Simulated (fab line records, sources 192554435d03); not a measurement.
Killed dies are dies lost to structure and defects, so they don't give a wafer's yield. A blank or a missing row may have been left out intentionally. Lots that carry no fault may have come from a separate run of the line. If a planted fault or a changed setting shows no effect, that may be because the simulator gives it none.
Chamber matching -- flow n5-finfet -- 4 sister chambers for N5_BEOL_M15_ETCH_61 on rie-diel-03
The step etches BARC in N2/H2, target depth 89 nm, overetch 26.7 nm, time 67.9 s. 8 wafers are shown with their chamber, then 12 later ones without.

== WAFERS PAIRED WITH THEIR CHAMBERS ==
wafer,chamber,drypump-motor-current-A (A),throttle-valve-pct (%)
L086.5,0,4.9,18.27
L089.4,3,6.3,17.94
L088.2,3,6.3,17.92
L088.3,2,6.1,17.49
L088.4,1,6.1,18.18
L090.3,2,6.1,17.49
L090.4,1,6.0,18.18
L090.6,0,4.9,18.28

== WAFERS MISSING THEIR CHAMBER ==
wafer,drypump-motor-current-A (A),throttle-valve-pct (%)
L091.2,6.1,18.18
L091.5,6.3,17.93
L091.6,4.9,18.28
L095.2,4.9,18.29
L095.5,6.2,17.53
L095.6,6.3,17.96
L094.3,6.1,18.19
L094.5,6.3,17.96
L094.6,4.9,18.30
L096.1,6.1,18.21
L096.2,4.9,18.29
L096.5,6.2,17.52

== EACH ONE'S CHAMBER ==
wafer,from the rows above,in truth
L091.2,1,1
L091.5,3,3
L091.6,0,0
L095.2,0,0
L095.5,2,2
L095.6,3,3
L094.3,1,1
L094.5,3,3
L094.6,0,0
L096.1,1,1
L096.2,0,0
L096.5,2,2
Correct placement for 12 of the 12. Not placeable from these rows: 0. Wrongly placed: 0.
How it was worked out, from the rows above alone: a wafer's distance from a chamber is the root of the sum, over the readings, of the square of ((its reading less the chamber's mean) divided by the reading's scatter). If the next closest chamber is less than 2 further off than the closest, the wafer can't be placed; otherwise it belongs to the closest. The mean given for a chamber averages the wafers shown for that chamber. The scatter: the root of (the sum of the squares of (reading less its chamber's mean) over the shown wafers, divided by (wafers less chambers)).
